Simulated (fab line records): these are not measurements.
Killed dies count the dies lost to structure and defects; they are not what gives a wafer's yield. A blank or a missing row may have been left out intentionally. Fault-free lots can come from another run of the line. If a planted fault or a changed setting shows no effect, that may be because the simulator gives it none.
Split-lot study + flow n5_finfet + on a route of 1938 steps: 7 lots, 21 wafers read

== THE SPLIT ==
At N5_BEOL_M7_DESCUM_33 (chemistry O2, time 7 s), the setting time_s was moved away from the recipe's 7 s on 8 of the 21 wafers read, by -20.8% to +19.8%. This setting was run at the recipe's value on the other wafers.

== SPLIT TO READING: what lies between them in the file, 1 step ==
- N5_BEOL_M7_ETCH_72: etches underlayer in N2/H2, target depth 6.5 nm, time 5.2 s

== THE READING ==
CAR-EUV_of_BEOL_M7_COAT_22.thk_nm (the simulator's own value, which no gauge read), in nm, at N5_BEOL_M7_ETCH_65 (etches SiARC in CF4, target depth 15.6 nm, time 26 s). No usual value for it is given in the file. Average 11.1 nm, standard deviation 0.1 nm, over the 13 wafers here run with the recipe.

| wafer  | tool, chamber at the split | time_s as run, s | against the recipe | CAR-EUV_of_BEOL_M7_COAT_22.thk_nm, nm | against lot-mates on the recipe |
|--------|----------------------------|------------------|--------------------|---------------------------------------|---------------------------------|
| L078.1 | rie_diel-04, 0,1,3         | 7                | recipe             | 11                                    | -                               |
| L078.2 | rie_diel-04, 0,1,3         | 7                | recipe             | 11                                    | -                               |
| L078.5 | rie_diel-04, 0,1,3         | 7                | recipe             | 11                                    | -                               |
| L081.1 | rie_diel-04, 0,2           | 7                | recipe             | 11.2                                  | -                               |
| L081.4 | rie_diel-04, 0,2           | 7                | recipe             | 11.2                                  | -                               |
| L081.2 | rie_diel-04, 1             | 7.426            | +6.1%              | 10.8                                  | -0.4                            |
| L080.2 | rie_diel-03, 1             | 8.389            | +19.8%             | 10.6                                  | -0.6                            |
| L080.3 | rie_diel-03, 0             | 7                | recipe             | 11.2                                  | -                               |
| L080.4 | rie_diel-03, 2             | 7                | recipe             | 11.2                                  | -                               |
| L082.1 | rie_diel-05, 1,2           | 7                | recipe             | 11                                    | -                               |
| L082.5 | rie_diel-05, 1,2           | 7                | recipe             | 11                                    | -                               |
| L082.2 | rie_diel-05, 0             | 5.755            | -17.8%             | 11.6                                  | +0.6                            |
| L087.2 | rie_diel-03, 0,3           | 5.698            | -18.6%             | 11.8                                  | +0.6                            |
| L087.5 | rie_diel-03, 0,3           | 5.698            | -18.6%             | 11.8                                  | +0.6                            |
| L087.4 | rie_diel-03, 3             | 7                | recipe             | 11.2                                  | -                               |
| L089.2 | rie_diel-04, 2             | 7                | recipe             | 11.2                                  | -                               |
| L089.3 | rie_diel-04, 1,2           | 5.544            | -20.8%             | 12                                    | +0.8                            |
| L089.5 | rie_diel-04, 1,2           | 5.544            | -20.8%             | 11.8                                  | +0.6                            |
| L094.1 | rie_diel-03, 3,1           | 7                | recipe             | 11                                    | -                               |
| L094.2 | rie_diel-03, 3,1           | 7                | recipe             | 11                                    | -                               |
| L094.6 | rie_diel-03, 3             | 8.247            | +17.8%             | 10.6                                  | -0.4                            |
If several chambers appear in one row, that row covers several wafers at once and the file leaves open which wafer was in which chamber.

FIT RESULTS
A straight line over all 21 wafers: CAR-EUV_of_BEOL_M7_COAT_22.thk_nm changes by -0.0336 nm for each +1% of time_s; r = -0.96; the points scatter about the line by 0.11 nm.
The same after taking each lot's own level away (the mean of its wafers on the recipe; 21 wafers): -0.0318 nm for each +1%; r = -0.98; scatter 0.071 nm.
Per that fit: largest time_s move, reading shift of 0.66 nm.
Measured against the standard deviation above, the lots' own levels, which go from 11.00 to 11.20 nm, span 2.0 times it.
The two slopes are in agreement: the lot-to-lot level therefore moves the slope only a little.
Check: for one of the wafers moved furthest among these (-20.8%), held out of the fit, the line's prediction against its lot-mates is +0.637 nm. Against them it came out at +0.8 nm.

== THE OTHER SPLITS THESE WAFERS WENT THROUGH ==
Other splits were also applied to these wafers ahead of the reading. Each is held against what the fit with the lots' levels taken away leaves over:
| other split on the same wafers | wafers away from the commonest value | r with CAR-EUV_of_BEOL_M7_COAT_22.thk_nm (lot level and that fit taken away) |
|--------------------------------|--------------------------------------|------------------------------------------------------------------------------|
| N5_BEOL_M6_EXPOSE_08 dose_mj   | 10                                   | -0.23                                                                        |
| N5_BEOL_M7_EXPOSE_08 dose_mj   | 7                                    | +0.69                                                                        |
| N5_BEOL_M7_ETCH_61 source_w    | 11                                   | -0.25                                                                        |

== THE WHOLE CHAIN: every reading that the file lists as answering this split, in the file's order ==
| step                 | what it does                                                | reading                                                                            | change (the file's fit)                | r (the file's) |
|----------------------|-------------------------------------------------------------|------------------------------------------------------------------------------------|----------------------------------------|----------------|
| N5_BEOL_M7_DESCUM_33 | chemistry O2, time 7 s                                      | CAR-EUV_of_BEOL_M7_COAT_22.thk_nm (the simulator's own value, which no gauge read) | -0.0287 nm for each +1% of the setting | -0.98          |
| N5_BEOL_M7_ETCH_72   | etches underlayer in N2/H2, target depth 6.5 nm, time 5.2 s | CAR-EUV_of_BEOL_M7_COAT_22.thk_nm (the simulator's own value, which no gauge read) | -0.0335 nm for each +1% of the setting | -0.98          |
| N5_BEOL_M7_ETCH_65   | etches SiARC in CF4, target depth 15.6 nm, time 26 s        | CAR-EUV_of_BEOL_M7_COAT_22.thk_nm (the simulator's own value, which no gauge read) | -0.0314 nm for each +1% of the setting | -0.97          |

== FILE'S OWN FIT ==
CAR-EUV_of_BEOL_M7_COAT_22.thk_nm changes by -0.0314 nm for each +1% of time_s, r = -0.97.
